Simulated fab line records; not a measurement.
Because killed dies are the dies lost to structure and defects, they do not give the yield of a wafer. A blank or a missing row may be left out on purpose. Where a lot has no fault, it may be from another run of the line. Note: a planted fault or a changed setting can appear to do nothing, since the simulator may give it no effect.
fab line records ; flow n5_finfet ; part 1 of 2: steps 1 to 18 of 25
record lots=5; wafers=15; last_day=16
route steps=1938 shown BEOL_M0_SAQP@688 BEOL_M0_CUTY@701
lots untouched by any fault: they come from a run of this same line in which no faults occurred
start_h: hours from the record's opening day to when the first of the lot's shown wafers began ; wait_h: time in hours since the lot's previous step ; " unchanged from the row above ; L1.1+2: a row that stands for several wafers ; - either no value or no given start ; * or withheld: withheld ; < > ~ a bound
route shown NAME@n: a module of which the file shows steps, and the number in the route of the first ; usual: average and standard deviation across the fault-free wafers ; same: alike in all rows ; chamber/n: place in a boat ; sites: the reading at each site ; _std_site: how widely they spread, as a standard deviation ; _edge_site: outer sites' mean less inner sites' ; radius_mm: for every site, how far away it sits from the centre of the wafer ; mask NAME#n: copy n ; behind: the last tool/chamber to shape the wafer ; hold: reason for holding the lot/hours on hold/outcome of the hold ; device: the n, p or np transistor that did not switch ; end of line: the tests these same wafers got at the end of their route ; a step given without rows: its recipe and nothing more ; killed: count of dies lost to structure and defects at first sort (not the wafer's yield) ; map: per-die view of a wafer (x killed, . not killed, _ where there is no die)
set.NAME: the setting the step ran with; set.NAME@STEP: the setting that earlier step ran with ; model.NAME: the simulator's own value behind a step, which no gauge read
lots at selected steps of the route; one table per step, one row per wafer
services: from which hour (start_h, from the record's first day; less than 0 if before it) a tool's chamber was out of use, for how many hours, and why
## steps
# step N5_BEOL_M0_SAQP_DEVELOP_39
# recipe develop_time_s=30; developer=TMAH; resist=CAR-EUV; rinse_liquid=surfactant_rinse; dry=air_spin; dev_temp_c=23
# usual chill_plate_temp_C=22.99/0.12
lot.wafer;tool;chamber;start_h;wait_h;chill_plate_temp_C
L079.1;litho_track-05;0;-;-;22.90
L079.2;litho_track-05;0;-;-;22.86
L079.5;litho_track-05;0;-;-;22.93
L083.3;litho_track-01;0;-;-;23.09
L083.4;litho_track-01;0;-;-;23.01
L083.6;litho_track-01;0;-;-;23.16
L087.3;litho_track-05;0;-;-;22.97
L087.4;litho_track-05;0;-;-;22.93
L087.5;litho_track-05;0;-;-;22.97
L090.1;litho_track-02;0;-;-;23.11
L090.5;litho_track-02;0;-;-;22.90
L090.6;litho_track-02;0;-;-;22.93
L092.1;litho_track-02;0;-;-;23.11
L092.3;litho_track-02;0;-;-;23.16
L092.4;litho_track-02;0;-;-;23.20
# step N5_BEOL_M0_SAQP_CD_MEAS_40
# recipe target_cd_nm=30; landing_energy_ev=500; detector=se_inlens
# usual cd_nm=30.02/0.27
lot.wafer;tool;chamber;start_h;wait_h;cd_nm
L079.1;cd_sem-02;0;141.29;-;29.75
L079.2;cd_sem-02;0;141.29;-;29.60
L079.5;cd_sem-02;0;141.29;-;30.13
L083.3;cd_sem-01;0;173.82;-;29.82
L083.4;cd_sem-01;0;173.82;-;30.09
L083.6;cd_sem-01;0;173.82;-;30.08
L087.3;cd_sem-02;0;195.74;-;29.76
L087.4;cd_sem-02;0;195.74;-;29.60
L087.5;cd_sem-02;0;195.74;-;29.77
L090.1;cd_sem-01;0;209.58;-;29.94
L090.5;cd_sem-01;0;209.58;-;30.11
L090.6;cd_sem-01;0;209.58;-;30.21
L092.1;cd_sem-02;0;227.85;-;30.29
L092.3;cd_sem-02;0;227.85;-;30.01
L092.4;cd_sem-02;0;227.85;-;30.26
# step N5_BEOL_M0_SAQP_OVL_MEAS_41
# recipe points_per_wafer=522
# usual M0_CUT1_OVL=0.2/0.67
lot.wafer;tool;chamber;start_h;wait_h;M0_CUT1_OVL[nm]
L079.1;overlay-02;0;141.32;0.0;1.2
L079.2;overlay-02;0;141.32;0.0;1.2
L079.5;overlay-02;0;141.32;0.0;0.8
L083.3;overlay-01;0;173.86;0.0;-0.1
L083.4;overlay-01;0;173.86;0.0;1.1
L083.6;overlay-01;0;173.86;0.0;1.3
L087.3;overlay-01;0;195.78;0.0;-1.1
L087.4;overlay-01;0;195.78;0.0;-0.6
L087.5;overlay-01;0;195.78;0.0;0.2
L090.1;overlay-01;0;209.61;0.0;-0.1
L090.5;overlay-01;0;209.61;0.0;0.2
L090.6;overlay-01;0;209.61;0.0;-0.1
L092.1;overlay-01;0;227.88;0.0;0.4
L092.3;overlay-01;0;227.88;0.0;0.2
L092.4;overlay-01;0;227.88;0.0;-0.7
# step N5_BEOL_M0_SAQP_INSPECT_42
# recipe mode=adi; inspect_instrument=brightfield
# usual raw_defect_count=278/100
lot.wafer;tool;chamber;start_h;wait_h;raw_defect_count
L079.1;defect_inspect-01;-;141.38;0.1;247
L079.2;defect_inspect-01;-;141.38;0.1;322
L079.5;defect_inspect-01;-;141.38;0.1;387
L083.3;defect_inspect-02;-;173.91;0.0;250
L083.4;defect_inspect-02;-;173.91;0.0;319
L083.6;defect_inspect-02;-;173.91;0.0;245
L087.3;defect_inspect-01;-;195.83;0.0;363
L087.4;defect_inspect-01;-;195.83;0.0;472
L087.5;defect_inspect-01;-;195.83;0.0;517
L090.1;defect_inspect-01;-;209.67;0.1;289
L090.5;defect_inspect-01;-;209.67;0.1;156
L090.6;defect_inspect-01;-;209.67;0.1;262
L092.1;defect_inspect-02;-;227.94;0.1;297
L092.3;defect_inspect-02;-;227.94;0.1;451
L092.4;defect_inspect-02;-;227.94;0.1;269
# step N5_BEOL_M0_SAQP_DESCUM_45
# recipe chemistry=O2; time_s=7; source_power_w=50; bias_power_w=20; pressure_mtorr=20; rf_frequency_hz=2.712e+07; temp_c=40; resist=CAR-EUV; o2_flow_sccm=225
# usual drypump_motor_current_A=5.7/0.38; oes_product_au=0.77/0.08; rf_vpp_V=243.2/1.4; showerhead_plenum_p_Torr=2.09/0.077; temp_c=39.98/0.11; throttle_valve_pct=20.3/0.3
lot.wafer;tool;chamber;start_h;wait_h;drypump_motor_current_A;oes_product_au;rf_hours_counter_h;rf_vpp_V;showerhead_plenum_p_Torr;temp_c;throttle_valve_pct
L079.1;rie_diel-01;3;141.41;0.0;6.2;0.90;36;242.7;2.04;39.90;20.1
L079.2;rie_diel-01;0;141.41;0.0;5.3;0.73;163;244.8;2.16;39.82;20.3
L079.5;rie_diel-01;2;141.41;0.0;6.1;0.71;-;242.5;2.01;39.92;20.6
L083.3;rie_diel-03;0;173.94;0.0;5.3;0.84;64;244.8;2.23;39.92;20.1
L083.4;rie_diel-03;2;173.94;0.0;5.2;0.76;164;241.6;1.99;39.97;19.9
L083.6;rie_diel-03;2;173.94;0.0;5.2;0.75;-;241.9;1.99;39.97;19.9
L087.3;rie_diel-03;3;195.99;0.2;5.9;0.68;243;244.4;2.14;40.00;20.8
L087.4;rie_diel-03;2;195.99;0.2;5.2;0.74;-;241.3;1.98;39.90;19.9
L087.5;rie_diel-03;3;195.99;0.2;5.9;0.68;-;242.8;2.15;39.86;20.8
L090.1;rie_diel-01;1;209.70;0.0;5.8;0.70;202;244.4;2.07;39.92;20.2
L090.5;rie_diel-01;2;209.70;0.0;6.1;0.69;-;241.1;2.00;39.94;20.7
L090.6;rie_diel-01;1;209.70;0.0;5.8;0.71;-;243.3;2.07;40.10;20.3
L092.1;rie_diel-03;0;227.97;0.0;5.2;0.83;73;245.8;2.22;40.12;20.1
L092.3;rie_diel-03;1;227.97;0.0;6.0;0.79;95;244.2;2.19;39.89;20.0
L092.4;rie_diel-03;3;227.97;0.0;5.9;0.68;249;243.8;2.14;40.15;20.9
# step N5_BEOL_M0_SAQP_ETCH_88
# recipe chemistry=N2/H2; target=underlayer; target_depth_a=65; time_s=5.2; ion_energy_ev=200; mask_material=CAR-EUV; pressure_mtorr=30; source_w=840; bias_w=150; n2_flow_sccm=200; h2_flow_sccm=200; ends=cleared
# usual drypump_motor_current_A=5.7/0.37; etch_rf_on_time_s=5.19/0.092; n2_flow_sccm=200.0/0.67; oes_product_au=0.66/0.066; rf_vpp_V=523.9/2.8; showerhead_plenum_p_Torr=2.54/0.099; throttle_valve_pct=17.8/0.33
lot.wafer;tool;chamber;start_h;wait_h;drypump_motor_current_A;etch_rf_on_time_s;n2_flow_sccm;oes_product_au;rf_hours_counter_h;rf_vpp_V;showerhead_plenum_p_Torr;throttle_valve_pct
L079.1;rie_diel-01;3;141.44;0.0;6.2;5.13;199.4;0.78;36;521.2;2.48;17.5
L079.2;rie_diel-01;0;141.44;0.0;5.3;5.29;199.6;0.62;163;526.9;2.65;18.0
L079.5;rie_diel-01;2;141.44;0.0;6.1;5.11;200.6;0.60;-;520.4;2.41;17.9
L083.3;rie_diel-03;0;173.98;0.0;5.2;5.15;199.3;0.70;64;528.7;2.70;17.5
L083.4;rie_diel-03;2;173.98;0.0;5.2;5.28;200.1;0.63;164;520.0;2.45;17.5
L083.6;rie_diel-03;2;173.98;0.0;5.2;5.23;200.3;0.65;-;520.6;2.45;17.5
L087.3;rie_diel-03;3;196.02;0.0;5.9;5.08;199.2;0.59;243;527.4;2.64;18.6
L087.4;rie_diel-03;2;196.02;0.0;5.2;5.25;200.4;0.64;-;520.7;2.45;17.5
L087.5;rie_diel-03;3;196.02;0.0;5.9;5.08;199.6;0.58;-;526.2;2.64;18.6
L090.1;rie_diel-01;1;209.74;0.0;5.8;5.06;198.9;0.62;202;524.4;2.52;17.7
L090.5;rie_diel-01;2;209.74;0.0;6.1;5.10;200.1;0.59;-;521.6;2.40;18.0
L090.6;rie_diel-01;1;209.74;0.0;5.8;5.07;199.1;0.61;-;522.1;2.52;17.7
L092.1;rie_diel-03;0;228.01;0.0;5.2;5.25;200.7;0.70;73;527.9;2.69;17.6
L092.3;rie_diel-03;1;228.01;0.0;6.0;5.35;201.5;0.67;95;526.6;2.68;17.4
L092.4;rie_diel-03;3;228.01;0.0;5.9;5.14;199.8;0.57;249;525.1;2.64;18.6
# step N5_BEOL_M0_SAQP_ETCH_73
# recipe chemistry=CF4; target=SiARC; target_depth_a=195; mask_material=CAR-EUV; time_s=32.5; ion_energy_ev=80; pressure_mtorr=40; source_w=545; bias_w=36; Ar_flow_sccm=100; cf4_flow_sccm=100; ends=cleared
# usual drypump_motor_current_A=5.7/0.37; etch_rf_on_time_s=32.4/0.59; oes_product_au=0.66/0.065; rf_vpp_V=184.0/1.3; showerhead_plenum_p_Torr=2.14/0.078; throttle_valve_pct=15.55/0.27
lot.wafer;tool;chamber;start_h;wait_h;drypump_motor_current_A;etch_rf_on_time_s;oes_product_au;rf_hours_counter_h;rf_vpp_V;showerhead_plenum_p_Torr;throttle_valve_pct
L079.1;rie_diel-01;3;141.46;0.0;6.2;32.8;0.77;36;183.6;2.10;15.34
L079.2;rie_diel-01;0;141.46;0.0;5.2;33.0;0.62;163;186.0;2.21;15.65
L079.5;rie_diel-01;2;141.46;0.0;6.1;31.7;0.62;-;182.8;2.04;15.75
L083.3;rie_diel-03;0;173.99;0.0;5.2;32.2;0.71;64;184.8;2.27;15.25
L083.4;rie_diel-03;2;173.99;0.0;5.2;32.5;0.65;164;183.2;2.05;15.26
L083.6;rie_diel-03;2;173.99;0.0;5.2;32.1;0.65;-;185.0;2.05;15.26
L087.3;rie_diel-03;3;196.04;0.0;5.9;32.2;0.59;243;184.5;2.20;16.03
L087.4;rie_diel-03;2;196.04;0.0;5.2;32.5;0.63;-;183.8;2.05;15.28
L087.5;rie_diel-03;3;196.04;0.0;5.8;32.2;0.59;-;184.3;2.20;16.02
L090.1;rie_diel-01;1;209.75;0.0;5.8;32.0;0.61;202;182.7;2.13;15.57
L090.5;rie_diel-01;2;209.75;0.0;6.1;31.6;0.60;-;183.3;2.03;15.78
L090.6;rie_diel-01;1;209.75;0.0;5.8;32.0;0.62;-;182.5;2.13;15.56
L092.1;rie_diel-03;0;228.02;0.0;5.2;32.0;0.70;73;185.7;2.27;15.27
L092.3;rie_diel-03;1;228.02;0.0;6.0;33.6;0.67;95;185.8;2.25;15.24
L092.4;rie_diel-03;3;228.02;0.0;5.9;32.1;0.59;249;185.4;2.20;16.06
# step N5_BEOL_M0_SAQP_CUT_ETCH_46
# recipe chemistry=N2/H2; target=SOC; target_depth_a=1350; overetch_a=270; temp_c=40; time_s=202.5; ion_energy_ev=200; mask_material=SiARC; pressure_mtorr=30; source_w=840; bias_w=150; n2_flow_sccm=200; h2_flow_sccm=200
# usual drypump_motor_current_A=5.7/0.38; n2_flow_sccm=200.0/0.57; rf_vpp_V=523.8/2.8; showerhead_plenum_p_Torr=2.54/0.099; temp_c=40.01/0.11; throttle_valve_pct=17.7/0.33
lot.wafer;tool;chamber;start_h;wait_h;drypump_motor_current_A;n2_flow_sccm;rf_hours_counter_h;rf_vpp_V;showerhead_plenum_p_Torr;temp_c;throttle_valve_pct
L079.1;rie_diel-01;3;141.49;0.0;6.3;200.3;36;521.9;2.48;40.04;17.4
L079.2;rie_diel-01;0;141.49;0.0;5.2;200.6;163;529.1;2.65;40.09;17.9
L079.5;rie_diel-01;2;141.49;0.0;6.1;200.0;-;520.2;2.41;39.92;17.9
L083.3;rie_diel-03;0;174.02;0.0;5.3;199.5;64;527.5;2.70;40.01;17.5
L083.4;rie_diel-03;2;174.02;0.0;5.2;200.3;164;521.3;2.45;39.99;17.5
L083.6;rie_diel-03;2;174.02;0.0;5.2;199.8;-;521.4;2.45;40.05;17.5
L087.3;rie_diel-03;3;196.07;0.0;5.9;200.5;243;525.9;2.64;39.99;18.6
L087.4;rie_diel-03;2;196.07;0.0;5.3;199.6;-;520.8;2.45;40.06;17.5
L087.5;rie_diel-03;3;196.07;0.0;5.9;199.8;-;524.4;2.64;39.93;18.6
L090.1;rie_diel-01;1;209.79;0.0;5.8;200.7;202;522.3;2.52;40.08;17.6
L090.5;rie_diel-01;2;209.79;0.0;6.1;199.9;-;519.9;2.40;39.95;17.9
L090.6;rie_diel-01;1;209.79;0.0;5.8;200.8;-;523.2;2.52;40.26;17.6
L092.1;rie_diel-03;0;228.06;0.0;5.2;200.3;73;527.0;2.69;40.17;17.5
L092.3;rie_diel-03;1;228.06;0.0;6.0;200.4;95;527.1;2.68;40.36;17.3
L092.4;rie_diel-03;3;228.06;0.0;5.9;199.0;249;526.7;2.64;39.91;18.6
# step N5_BEOL_M0_SAQP_STRIP_74
# recipe chemistry=N2/H2; temp_c=40; n2_flow_sccm=200; h2_flow_sccm=200; rf_frequency_hz=6e+07
lot.wafer;tool;chamber;start_h;wait_h
L079.1+2+5;rie_diel-01;3,0,2;141.65;0.1
L083.3+4+6;rie_diel-03;0,2,2;174.18;0.1
L087.3+4+5;rie_diel-03;3,2,3;196.23;0.1
L090.1+5+6;rie_diel-01;1,2,1;209.94;0.1
L092.1+3+4;rie_diel-03;0,1,3;228.21;0.1
# step N5_BEOL_M0_SAQP_STRIP_89
# recipe chemistry=N2/H2; temp_c=40; n2_flow_sccm=200; h2_flow_sccm=200; rf_frequency_hz=6e+07
lot.wafer;tool;chamber;start_h;wait_h
L079.1+2+5;rie_diel-01;3,0,2;141.66;0.0
L083.3+4+6;rie_diel-03;0,2,2;174.19;0.0
L087.3+4+5;rie_diel-03;3,2,3;196.24;0.0
L090.1+5+6;rie_diel-01;1,2,1;209.95;0.0
L092.1+3+4;rie_diel-03;0,1,3;228.22;0.0
# step N5_BEOL_M0_SAQP_ALD_48
# recipe material=SiO2; target_thk_a=200; temp_c=100; ald_precursor_family=BDEAS; ald_co_reactant=O2-plasma; pulse_time_s=1; co_reactant_pulse_time_s=1; purge_time_s=2; co_reactant_purge_time_s=2; ald_cycles=139; pressure_torr=2
# usual heater_power_w=81/7; precursor_pulse_height_rel=0.998/0.021
# same co_reactant_pulse_time_s=1
lot.wafer;tool;chamber;start_h;wait_h;heater_power_w;precursor_pulse_height_rel
L079.1;ald_sin-03;0;141.69;0.0;89;0.995
L079.2;ald_sin-03;3;141.69;0.0;83;0.970
L079.5;ald_sin-03;1;141.69;0.0;86;0.952
L083.3;ald_sin-04;1;174.23;0.0;76;0.989
L083.4;ald_sin-04;0;174.23;0.0;82;0.989
L083.6;ald_sin-04;0;174.23;0.0;83;0.975
L087.3;ald_sin-01;3;196.27;0.0;81;0.987
L087.4;ald_sin-01;1;196.27;0.0;77;0.975
L087.5;ald_sin-01;2;196.27;0.0;97;0.996
L090.1;ald_sin-03;2;210.15;0.2;82;1.005
L090.5;ald_sin-03;1;210.15;0.2;84;1.002
L090.6;ald_sin-03;0;210.15;0.2;88;1.025
L092.1;ald_sin-03;2;228.26;0.0;83;1.028
L092.3;ald_sin-03;0;228.26;0.0;87;1.002
L092.4;ald_sin-03;3;228.26;0.0;82;0.972
# step N5_BEOL_M0_SAQP_ETCH_49
# recipe chemistry=CF4/O2; target_depth_a=370; target=SiO2; pressure_mtorr=40; source_w=535; bias_w=49; Ar_flow_sccm=100; cf4_flow_sccm=100; O2_flow_sccm=10; ion_energy_ev=100
# usual drypump_motor_current_A=5.7/0.38; oes_product_au=0.78/0.08; rf_vpp_V=240/4.5; showerhead_plenum_p_Torr=2.21/0.078; throttle_valve_pct=15.80/0.26
lot.wafer;tool;chamber;start_h;wait_h;drypump_motor_current_A;oes_product_au;rf_hours_counter_h;rf_vpp_V;showerhead_plenum_p_Torr;throttle_valve_pct
L079.1;rie_diel-03;3;142.22;0.3;5.9;0.70;228;240;2.27;16.26
L079.2;rie_diel-03;2;142.22;0.3;5.2;0.75;155;237;2.11;15.49
L079.5;rie_diel-03;0;142.22;0.3;5.2;0.85;-;242;2.34;15.47
L083.3;rie_diel-01;2;174.75;0.3;6.1;0.70;216;235;2.10;16.00
L083.4;rie_diel-01;3;174.75;0.3;6.2;0.90;46;250;2.16;15.62
L083.6;rie_diel-01;1;174.75;0.3;5.8;0.72;-;241;2.20;15.78
L087.3;rie_diel-01;3;196.80;0.3;6.2;0.89;52;250;2.16;15.63
L087.4;rie_diel-01;0;196.80;0.3;5.2;0.72;179;235;2.27;15.90
L087.5;rie_diel-01;2;196.80;0.3;6.1;0.69;-;237;2.10;16.03
L090.1;rie_diel-06;0;210.68;0.3;5.8;0.89;46;234;2.15;15.84
L090.5;rie_diel-06;3;210.68;0.3;5.3;0.83;-;245;2.33;15.90
L090.6;rie_diel-06;2;210.68;0.3;5.3;0.70;-;240;2.20;16.23
L092.1;rie_diel-06;1;228.78;0.3;5.9;0.85;54;240;2.23;15.34
L092.3;rie_diel-06;0;228.78;0.3;5.8;0.88;53;235;2.15;15.82
L092.4;rie_diel-06;2;228.78;0.3;5.2;0.70;223;239;2.20;16.26
# step N5_BEOL_M0_SAQP_STRIP_75
# recipe chemistry=CF4; resist=SiARC; power_w=300; bias_power_w=75; pressure_mtorr=50; cf4_flow_sccm=150; rf_frequency_hz=6e+07
# usual drypump_motor_current_A=5.7/0.38; oes_product_au=0.179/0.018; rf_vpp_V=271.3/1.5; showerhead_plenum_p_Torr=1.80/0.06; throttle_valve_pct=13.57/0.27
lot.wafer;tool;chamber;start_h;wait_h;drypump_motor_current_A;oes_product_au;rf_hours_counter_h;rf_vpp_V;showerhead_plenum_p_Torr;throttle_valve_pct
L079.1;rie_diel-03;3;142.32;0.1;5.9;0.159;228;271.7;1.84;13.97
L079.2;rie_diel-03;2;142.32;0.1;5.2;0.171;155;269.4;1.73;13.32
L079.5;rie_diel-03;0;142.32;0.1;5.2;0.190;-;272.9;1.90;13.13
L083.3;rie_diel-01;2;174.85;0.1;6.1;0.162;216;269.2;1.73;13.85
L083.4;rie_diel-01;3;174.85;0.1;6.3;0.210;46;270.9;1.77;13.35
L083.6;rie_diel-01;1;174.85;0.1;5.8;0.168;-;272.5;1.79;13.54
L087.3;rie_diel-01;3;196.90;0.1;6.2;0.202;52;271.0;1.76;13.36
L087.4;rie_diel-01;0;196.90;0.1;5.2;0.163;179;272.5;1.86;13.69
L087.5;rie_diel-01;2;196.90;0.1;6.1;0.161;-;268.8;1.72;13.86
L090.1;rie_diel-06;0;210.78;0.1;5.8;0.211;46;270.6;1.76;13.60
L090.5;rie_diel-06;3;210.78;0.1;5.3;0.194;-;273.1;1.90;13.61
L090.6;rie_diel-06;2;210.78;0.1;5.2;0.167;-;270.0;1.79;14.00
L092.1;rie_diel-06;1;228.88;0.1;5.9;0.193;54;271.7;1.82;13.09
L092.3;rie_diel-06;0;228.88;0.1;5.8;0.199;53;270.4;1.76;13.62
L092.4;rie_diel-06;2;228.88;0.1;5.2;0.164;223;269.5;1.79;14.01
# step N5_BEOL_M0_CUTY_COAT_50
# recipe resist=SiARC; temp_c=220; time_s=60; spin_rpm=1500; resist_thk_nm=15
# usual chill_plate_temp_C=22.99/0.12; spin_speed_rpm=1500.0/0.95
lot.wafer;tool;chamber;start_h;wait_h;chill_plate_temp_C;spin_speed_rpm
L079.1;litho_track-01;0;142.36;0.0;22.94;1498.6
L079.2;litho_track-01;0;142.36;0.0;23.13;1498.0
L079.5;litho_track-01;0;142.36;0.0;23.15;1498.5
L083.3;litho_track-04;0;174.90;0.0;22.96;1499.4
L083.4;litho_track-04;0;174.90;0.0;23.11;1498.5
L083.6;litho_track-04;0;174.90;0.0;23.12;1500.3
L087.3;litho_track-01;0;196.94;0.0;22.83;1499.8
L087.4;litho_track-01;0;196.94;0.0;23.03;1500.8
L087.5;litho_track-01;0;196.94;0.0;22.96;1499.2
L090.1;litho_track-01;0;210.82;0.0;23.08;1502.1
L090.5;litho_track-01;0;210.82;0.0;22.97;1500.4
L090.6;litho_track-01;0;210.82;0.0;23.04;1500.6
L092.1;litho_track-04;0;228.93;0.0;22.86;1500.3
L092.3;litho_track-04;0;228.93;0.0;22.77;1500.2
L092.4;litho_track-04;0;228.93;0.0;22.82;1500.4
# step N5_BEOL_M0_CUTY_COAT_51
# recipe resist=CAR-ArF-block; spin_rpm=1500; resist_thk_nm=150
# usual chill_plate_temp_C=23.00/0.12; spin_speed_rpm=1500.1/1.1
lot.wafer;tool;chamber;start_h;wait_h;chill_plate_temp_C;spin_speed_rpm
L079.1;litho_track-01;0;-;-;22.96;1499.1
L079.2;litho_track-01;0;-;-;22.98;1498.9
L079.5;litho_track-01;0;-;-;23.03;1500.0
L083.3;litho_track-04;0;-;-;23.16;1501.9
L083.4;litho_track-04;0;-;-;23.09;1501.3
L083.6;litho_track-04;0;-;-;23.03;1502.7
L087.3;litho_track-01;0;-;-;23.19;1500.1
L087.4;litho_track-01;0;-;-;23.04;1500.0
L087.5;litho_track-01;0;-;-;23.17;1501.3
L090.1;litho_track-01;0;-;-;23.01;1502.8
L090.5;litho_track-01;0;-;-;22.90;1500.8
L090.6;litho_track-01;0;-;-;22.79;1500.3
L092.1;litho_track-04;0;-;-;22.98;1500.5
L092.3;litho_track-04;0;-;-;23.08;1500.1
L092.4;litho_track-04;0;-;-;22.98;1499.6
# step N5_BEOL_M0_CUTY_EBR_52
# recipe solvent=PGMEA; ebr_width_mm=1.5
# usual chill_plate_temp_C=22.99/0.1
# same ebr_width_mm=1.5
lot.wafer;tool;chamber;start_h;wait_h;chill_plate_temp_C
L079.1;litho_track-01;0;-;-;22.92
L079.2;litho_track-01;0;-;-;23.00
L079.5;litho_track-01;0;-;-;23.17
L083.3;litho_track-04;0;-;-;22.84
L083.4;litho_track-04;0;-;-;22.96
L083.6;litho_track-04;0;-;-;22.84
L087.3;litho_track-01;0;-;-;22.99
L087.4;litho_track-01;0;-;-;23.02
L087.5;litho_track-01;0;-;-;22.88
L090.1;litho_track-01;0;-;-;23.04
L090.5;litho_track-01;0;-;-;23.06
L090.6;litho_track-01;0;-;-;22.93
L092.1;litho_track-04;0;-;-;22.86
L092.3;litho_track-04;0;-;-;23.20
L092.4;litho_track-04;0;-;-;23.09
# step N5_BEOL_M0_CUTY_SOFTBAKE_53
# recipe temp_c=110; time_s=60; resist=CAR-ArF-block
# usual chill_plate_temp_C=23.01/0.11
lot.wafer;tool;chamber;start_h;wait_h;chill_plate_temp_C
L079.1;litho_track-01;0;-;-;23.00
L079.2;litho_track-01;0;-;-;22.98
L079.5;litho_track-01;0;-;-;22.88
L083.3;litho_track-04;0;-;-;22.97
L083.4;litho_track-04;0;-;-;22.91
L083.6;litho_track-04;0;-;-;22.79
L087.3;litho_track-01;0;-;-;22.92
L087.4;litho_track-01;0;-;-;22.99
L087.5;litho_track-01;0;-;-;22.98
L090.1;litho_track-01;0;-;-;23.04
L090.5;litho_track-01;0;-;-;23.08
L090.6;litho_track-01;0;-;-;22.98
L092.1;litho_track-04;0;-;-;22.94
L092.3;litho_track-04;0;-;-;22.93
L092.4;litho_track-04;0;-;-;22.83
# step N5_BEOL_M0_CUTY_EXPOSE_54
# recipe mask_id=M0_ABLK; na=1.35; source_shape=conventional; sigma_outer=0.8; polarization=unpolarized; dose_mj=36
lot.wafer;tool;chamber;start_h;wait_h;mask
L079.1+2+5;arfi_scanner-03;0;142.46;-;M0_ABLK#0
L083.3+4+6;arfi_scanner-01;0;175.01;-;M0_ABLK#0
L087.3+4+5;arfi_scanner-03;0;197.18;-;M0_ABLK#0
L090.1+5+6;arfi_scanner-02;0;211.05;-;M0_ABLK#0
L092.1+3+4;arfi_scanner-02;0;229.15;-;M0_ABLK#0
